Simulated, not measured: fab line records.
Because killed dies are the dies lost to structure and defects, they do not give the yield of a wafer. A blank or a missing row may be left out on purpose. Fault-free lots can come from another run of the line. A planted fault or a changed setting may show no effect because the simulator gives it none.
fab line records	flow n5-finfet
[record] lots = 4	wafers = 12	last-day = 16
route steps=1938 shown SDB@370 DUMMY_REMOVAL@377 HKMG_FIN@385 PASSIVATION@1936
lots with no fault: from the same line, run without faults
start-h: hours from the record's opening day to when the first of the lot's shown wafers began	wait-h: hours elapsed since this lot's preceding step	" identical to the entry in the row above	L1.1+2: one row covering several wafers at once	- no value present, or no start provided	* or withheld: withheld	< > ~ a bound
route shown NAME@n: a module of which the file shows steps, and the number in the route of the first	usual: mean/standard deviation taken from wafers without a fault	same: alike in all rows	chamber/n: place in a boat	sites: each site's reading	_std_site: the values' standard deviation	_edge_site: outer sites' mean less inner sites'	radius-mm: for every site, how far away it sits from the centre of the wafer	mask NAME#n: copy n	behind: the last tool/chamber to shape the wafer	hold: cause of the lot's hold/its duration in hours/its outcome	device: names the non-switching transistor (n, p or np)	end of line: tests run on the same wafers once the route is complete	for a step that has no rows: nothing shown but its recipe	killed: dies that structure and defects cost at the first sort, which is not the same as the wafer's yield	map: a wafer's dies, marking killed ones x, the rest . and places with no die _
set.NAME: the setting that was run; set.NAME@STEP: the one run at that earlier step	model.NAME: the simulator's own value behind a step, which no gauge read
a table for each step, a row for each wafer; lots at some steps of the route
[[steps]]
[step N5_SDB_PRECLEAN_38]
[recipe] chemistry = dHF	time-s = 10	dilution = 750:1	temp-c = 25
[step N5_SDB_PRECLEAN_39]
[recipe] chemistry = O3/DIW	time-s = 45	temp-c = 22	o3-ppm = 10
[step N5_SDB_SRD_28]
[recipe] dry = ipa-marangoni	time-s = 30	temp-c = 23	rinse-liquid = diw
[step N5_SDB_ALD_29]
[recipe] material = SiNx	target-thk-a = 300	temp-c = 400	ald-precursor-family = SiH2I2	ald-co-reactant = N2/H2-plasma	pulse-time-s = 1	ald-cycles = 600	purge-time-s = 2	co-reactant-purge-time-s = 2	pressure-torr = 2
[step N5_SDB_CMP_30]
[recipe] stop-on = poly-Si	t-overpolish-s = 1.54	post-cmp-clean = alkaline-brush	down-force-psi = 4.1491	platen-rpm = 51.796	pad-velocity-m-s = 1.0306	target-thk-nm = 30
[step N5_DUMMY_REMOVAL_HM_STRIP_01]
[recipe] chemistry = CH3F/O2	material = SiNx	target-depth-a = 40	stop-on = poly-Si	time-s = 6.8	over-etch-frac = 0.3	ion-energy-ev = 60	power-w = 410	bias-w = 29	Ar_flow_sccm = 150	CH3F_flow_sccm = 30	O2_flow_sccm = 20
[step N5_DUMMY_REMOVAL_STRIP_10]
[recipe] chemistry = N2/H2	time-s = 40	power-w = 100	temp-c = 40	pressure-mtorr = 100	rf-frequency-hz = 6e+07	bias-power-w = 3	n2-flow-sccm = 300	h2-flow-sccm = 300
[step N5_DUMMY_REMOVAL_PRECLEAN_07]
[recipe] chemistry = dHF	time-s = 30	temp-c = 25	dilution = withheld
[step N5_DUMMY_REMOVAL_DUMMY_REMOVE_02]
[recipe] chemistry = TMAH	temp-c = 70	target = poly-Si	stop-on = SiO2	target-depth-nm = 142	conc-wt-pct = 5	time-s = 57	dry = ipa-marangoni	rinse-time-s = 30	rinse-temp-c = 23
[step N5_DUMMY_REMOVAL_PRECLEAN_08]
[recipe] chemistry = NF3:NH3	afs-cycles = 2	temp-c = 30	time-s = 20	sublimation-temp-c = 180	sublimation-time-s = 60	pressure-torr = 3	rf-power-w = 30
[same] time-s = 20
lot.wafer	tool	chamber	start-h	wait-h
L160.1+2+4	remote-plasma-02	0	114.73	0.0
L161.2+3+6	remote-plasma-01	1	117.40	0.1
L167.3+4+5	remote-plasma-01	0	159.76	0.1
L168.3+5+6	remote-plasma-01	1	162.85	0.1
[step N5_DUMMY_REMOVAL_PRECLEAN_04]
[recipe] chemistry = DHF	time-s = 37	temp-c = 25	dilution = 500:1
[step N5_DUMMY_REMOVAL_SRD_05]
[recipe] dry = ipa-marangoni	do-ppb = 5	time-s = 30	temp-c = 23	rinse-liquid = diw
[step N5_HKMG_FIN_IL_REGROW_00]
[recipe] material = SiO2	target-thk-a = 7.5	chemistry = O3	temp-c = withheld	time-s = 30
[step N5_HKMG_FIN_HK_ALD_01]
[recipe] material = HfO2	target-thk-a = 16	temp-c = withheld	ald-precursor-family = HfCl4	ald-co-reactant = H2O	pulse-time-s = 3	purge-time-s = 3	co-reactant-purge-time-s = 2.5	co-reactant-pulse-time-s = 0.3	ald-cycles = 30
[step N5_HKMG_FIN_HK_ANNEAL_02]
[recipe] temp-c = 700	time-s = 30	ambient = N2	idle-temp-c = 600	ramp-up-c-per-s = 150	ramp-down-c-per-s = 60	cool-to-c = 600
[step N5_HKMG_FIN_ALD_74]
[recipe] material = La2O3	target-thk-a = 5	temp-c = 250	ald-precursor-family = La-Cp	ald-co-reactant = O3	pulse-time-s = 6	co-reactant-pulse-time-s = 1	purge-time-s = 3	co-reactant-purge-time-s = 3
[step N5_HKMG_FIN_ALD_75]
[recipe] material = Al2O3	target-thk-a = 10	temp-c = 150	ald-precursor-family = TMA	ald-co-reactant = H2O	pulse-time-s = withheld	co-reactant-pulse-time-s = 1
[step N5_HKMG_FIN_COAT_41]
[recipe] resist = SOC	temp-c = 250	time-s = 60	spin-rpm = 1500	resist-thk-nm = 300
[step N5_HKMG_FIN_COAT_42]
[recipe] resist = SiARC	temp-c = 220	time-s = 60	spin-rpm = 1500	resist-thk-nm = 35
[step N5_HKMG_FIN_COAT_43]
[recipe] resist = CAR-ArF	spin-rpm = 1500	resist-thk-nm = 90
[step N5_HKMG_FIN_EBR_45]
[recipe] solvent = PGMEA	ebr-width-mm = 1.5
[step N5_HKMG_FIN_SOFTBAKE_44]
[recipe] temp-c = 110	time-s = 60	resist = CAR-ArF
[step N5_HKMG_FIN_EXPOSE_46]
[recipe] mask-id = NDIPOLE	na = 1.35	source-shape = conventional	sigma-outer = 0.8	polarization = unpolarized	dose-mj = 40
[step N5_HKMG_FIN_PEB_47]
[recipe] peb-temp-c = withheld	peb-time-s = 60	resist = CAR-ArF
[step N5_HKMG_FIN_DEVELOP_48]
[recipe] develop-time-s = 30	developer = TMAH	resist = CAR-ArF	rinse-liquid = diw	dry = air-spin	dev-temp-c = 23
[step N5_HKMG_FIN_DESCUM_53]
[recipe] chemistry = O2	time-s = 7.9	source-power-w = 50	bias-power-w = 20	pressure-mtorr = 20	rf-frequency-hz = 2.712e+07	temp-c = 40	resist = CAR-ArF	o2-flow-sccm = 225
[step N5_HKMG_FIN_ETCH_54]
[recipe] chemistry = CF4	target = SiARC	target-depth-a = 455	mask-material = CAR-ArF	time-s = 75.8	ion-energy-ev = 80	pressure-mtorr = 40	source-w = 545	bias-w = 36	Ar_flow_sccm = 100	cf4-flow-sccm = 100	ends = cleared
[step N5_HKMG_FIN_ETCH_55]
[recipe] chemistry = N2/H2	target = SOC	target-depth-a = 2400	temp-c = 40	time-s = 300	ion-energy-ev = 200	mask-material = SiARC	pressure-mtorr = 30	source-w = 840	bias-w = 150	n2-flow-sccm = 200	h2-flow-sccm = 200
[step N5_HKMG_FIN_STRIP_56]
[recipe] chemistry = N2/H2	temp-c = 40	n2-flow-sccm = 200	h2-flow-sccm = 200	rf-frequency-hz = 6e+07
[step N5_HKMG_FIN_STRIP_57]
[recipe] chemistry = CF4	resist = SiARC	power-w = 300	bias-power-w = 75	pressure-mtorr = 50	cf4-flow-sccm = 150	rf-frequency-hz = 6e+07
[step N5_HKMG_FIN_ETCH_58]
[recipe] chemistry = N2/H2	target = SOC	target-depth-a = 2158	ion-energy-ev = 50	bias-w = 13	time-s = 741	pressure-mtorr = 30	source-w = 875	n2-flow-sccm = 200	h2-flow-sccm = 200
[step N5_HKMG_FIN_STRIP_93]
[recipe] chemistry = N2/H2	material = SOC	time-s = 20	power-w = 500	temp-c = 40	pressure-mtorr = 50	rf-frequency-hz = 6e+07	bias-power-w = 8	h2-frac = 0.5	n2-flow-sccm = 300	h2-flow-sccm = 300
[step N5_HKMG_FIN_WET_ETCH_76]
[recipe] chemistry = dNH4OH	mix = 1:50	temp-c = 25	target = Al2O3	stop-on = La2O3	target-depth-nm = 2.25	dry = ipa-marangoni	rinse-time-s = 30	rinse-temp-c = 23
[step N5_HKMG_FIN_STRIP_60]
[recipe] chemistry = N2/H2	power-w = 2500	temp-c = 300	h2-frac = 0.65	time-s = 360	pressure-mtorr = withheld	n2-flow-sccm = 1750	h2-flow-sccm = 3250
[step N5_HKMG_FIN_WET_ETCH_77]
[recipe] chemistry = dHCl	mix = 1:10000	temp-c = 25	target = La2O3	stop-on = HfO2	target-depth-nm = 2
[step N5_HKMG_FIN_WET_ETCH_78]
[recipe] chemistry = dNH4OH	mix = 1:50	temp-c = 25	target = Al2O3	stop-on = La2O3	target-depth-nm = 4.5	dry = ipa-marangoni	rinse-time-s = 30	rinse-temp-c = 23
[step N5_PASSIVATION_PROBE_49]
[usual] defect-limited-yield = 91.3/1.3	killed_at_M0_to_M3 = 35/13	killed_at_M4_up = 13/5.2	killed-at-contacts = 12/6.2	killed-at-front-end = 39/9.6	killed-at-other = 3.1/2.6	killed-dies = 102/16	killed-open = 68/13	killed-short = 33/6.9	sort_bin_5_function = 5.1/0.87	sort_bin_6_memory = 3.3/0.67	sort-n-pass = 1078/16	sort-yield-pct = 91.3/1.3
[same] gross-dies = 1180	killed-at-back-side = 0	sort_bin_4_leakage[%] = 0	sort_bin_8_speed[%] = 0
lot.wafer	tool	chamber	start-h	wait-h	defect-limited-yield[%]	killed_at_M0_to_M3	killed_at_M4_up	killed-at-contacts	killed-at-front-end	killed-at-other	killed-dies	killed-open	killed-short	sort_bin_5_function[%]	sort_bin_6_memory[%]	sort-n-pass	sort-yield-pct[%]
L167.3	prober-02	-	348.08	0.1	81.0	44	13	10	154	3	224	75	48	11.4	6.3	956	81.0
L167.4	prober-02	-	348.13	0.2	84.2	39	14	7	124	3	187	62	33	10.9	3.8	993	84.2
L167.5	prober-02	-	348.18	0.2	83.2	34	16	13	135	0	198	75	30	11.4	3.6	982	83.2
L168.3	prober-01	-	373.02	0.1	85.3	19	6	7	141	0	173	51	20	10.4	2.6	1007	85.3
L168.5	prober-01	-	373.12	0.2	84.4	17	12	15	140	0	184	54	22	9.5	4.1	996	84.4
L168.6	prober-01	-	373.17	0.3	83.0	33	10	15	143	0	201	72	31	10.4	4.5	979	83.0
// killed by level:class
L167.3 DUMMY_REMOVAL:unspecified=99 FIN_SAQP:geometric-particle:short=20 FIN_SAQP:geometric-particle:open=14 BEOL_M0_SAQP:geometric-particle:open=11 BEOL_M2:geometric-particle:open=8 MOL_CONTACT_COAG:geometric-particle:open=7 BEOL_M3:geometric-particle:open=7 GATE_CUT:geometric-particle:short=5
L167.4 DUMMY_REMOVAL:unspecified=91 BEOL_M0_SAQP:geometric-particle:open=11 FIN_SAQP:geometric-particle:short=9 FIN_SAQP:geometric-particle:open=8 BEOL_M0_SAQP:geometric-particle:short=7 BEOL_M1:geometric-particle:open=6 BEOL_M3:geometric-particle:open=6 BEOL_M2:geometric-particle:open=5
L167.5 DUMMY_REMOVAL:unspecified=93 FIN_SAQP:geometric-particle:open=15 MOL_CONTACT_COAG:geometric-particle:open=10 BEOL_M0_SAQP:geometric-particle:short=10 FIN_SAQP:geometric-particle:short=9 BEOL_M4:geometric-particle:open=9 DUMMY_GATE:geometric-particle:open=6 BEOL_M1:geometric-particle:open=6
L168.3 DUMMY_REMOVAL:unspecified=101 STI_FIN_REVEAL:geometric-particle:open=11 FIN_SAQP:geometric-particle:open=6 MOL_CONTACT_COAG:geometric-particle:open=6 FIN_SAQP:geometric-particle:short=5 DUMMY_GATE:geometric-particle:open=5 BEOL_M2:geometric-particle:open=5 BEOL_M0_SAQP:geometric-particle:open=3
L168.5 DUMMY_REMOVAL:unspecified=104 MOL_CONTACT_COAG:geometric-particle:open=12 FIN_SAQP:geometric-particle:open=10 BEOL_M2:geometric-particle:open=6 DUMMY_GATE:geometric-particle:open=5 ILD0:geometric-particle:short=4 BEOL_M0_SAQP:geometric-particle:short=4 BEOL_M3:geometric-particle:open=4
L168.6 DUMMY_REMOVAL:unspecified=97 FIN_SAQP:geometric-particle:open=14 MOL_CONTACT_COAG:geometric-particle:open=11 BEOL_M2:geometric-particle:open=11 FIN_SAQP:geometric-particle:short=10 BEOL_M3:geometric-particle:open=10 STI_FIN_REVEAL:geometric-particle:open=5 MOL_CONTACT_COAG:geometric-particle:short=4
// map L167.3 (x killed, . not)
_________________............________________
______________.........x...x...._____________
___________..............x....x....__________
__________.......x...x.............._________
________.xx...x.........x.........xx.._______
_______....x.xx....xxx..............xx.______
______.x.x..x......x...................._____
_____............xx..............x....x..____
____.x.............x..x...x.x..x.....x..xx___
___....xx...x....................x........x__
___x.....x........x.....x...x..............__
__.x.........x.......................x.x.x.._
__....x......x....x....x..xxx...x..........._
_x.x.xxxxx.........x..................x......
_...xxxxxx.x.x.............x...x....x........
_.xxxx.xx.xx..............x.................x
_x.xxxxxx.x.xxx..................x...........
_.xxxxxxxxxxx.x.....................xx.......
_xxxxxxxxxx...x.....x.x......................
_xxxxxxxxxxxx...................x............
_xxxxxxxxxxxxx...........x.x...x.............
__xxxxxxxxxx.........x.........xx....x......_
__xxxxxxxx.x...............x......x........._
___...xx.x.....x.............x...x.........__
___....xxx....x.x.x.............x......x...__
____..x........x..............x.x.......x.___
_____.............x.........x..x...x.....____
______...........x............xx........_____
_______..x..............x...x..........______
________..........xxx...............x._______
__________........xx..............x._________
___________.....x...x.............x__________
______________.............x...x_____________
_________________............________________
// map L168.6 (x killed, . not)
_________________............________________
______________.................._____________
___________...........x........x...__________
__________.........x.....x.........._________
________x.........x.xx.......x...x...._______
_______.x...............x.x....x.......______
______.......x..x...x..xx.x.....x......x_____
_____..................x.xx..x.....x.....____
____........xx....x...................x...___
___...........x............................__
___x...x....x..x..........x................__
__....x....x.....................x.........._
__.x....x.........x...............xxxx....x._
_..................x.................x..xx.x.
_...xx......x........x...........xxxxxxxxx...
_.....x..........x....x..x.......xxxxxxxx..x.
_.....x.x.........x............x.xxxxxxxxxxx.
_..........................x.xxxxxxxxxxxxxx.x
_....x.............x..x.....x.xxxxxxxxxxxxxxx
_..........x....................xxxxxxxxxx.xx
_x......x.x...x...x...........x...xxxxxxx....
__.....x.......................xx..xxxxxx.x._
__........x...............x......x..x.xxx..._
___.................x.x..............x.....__
___.....x..........x..........x......x....x__
____........x.....x.........x.............___
_____........x.x.x.x.x......x............____
______.............x...............x...._____
_______...............x................______
________...xx..................x......_______
__________...............x..x......._________
___________.......x................__________
______________........x..x......_____________
_________________.......x....________________
[[key]]
[first-sign] step = N5_PASSIVATION_PROBE_49	reading = killed-at-front-end	direction = up	sigmas = 11	usual = 39	struck = 140
[effect] step = N5_PASSIVATION_PROBE_49	reading = killed-dies	direction = up	sigmas = 5.9	usual = 102	struck = 194
[more-kills-born-at] N5_DUMMY_REMOVAL_PRECLEAN_08@remote-plasma-01 = 585
met-at N5_DUMMY_REMOVAL_PRECLEAN_08
struck-wafers L167.3,L167.4,L167.5,L168.3,L168.5,L168.6
onset-between 117.40 159.76
also-fits time
[fault] kind = chamber-particle-source	tool = remote-plasma-01	chamber = -	onset-h = 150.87	steps = N5_DUMMY_REMOVAL_PRECLEAN_08	rate-per-visit-cm2 = 0.49503	end-h = 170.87
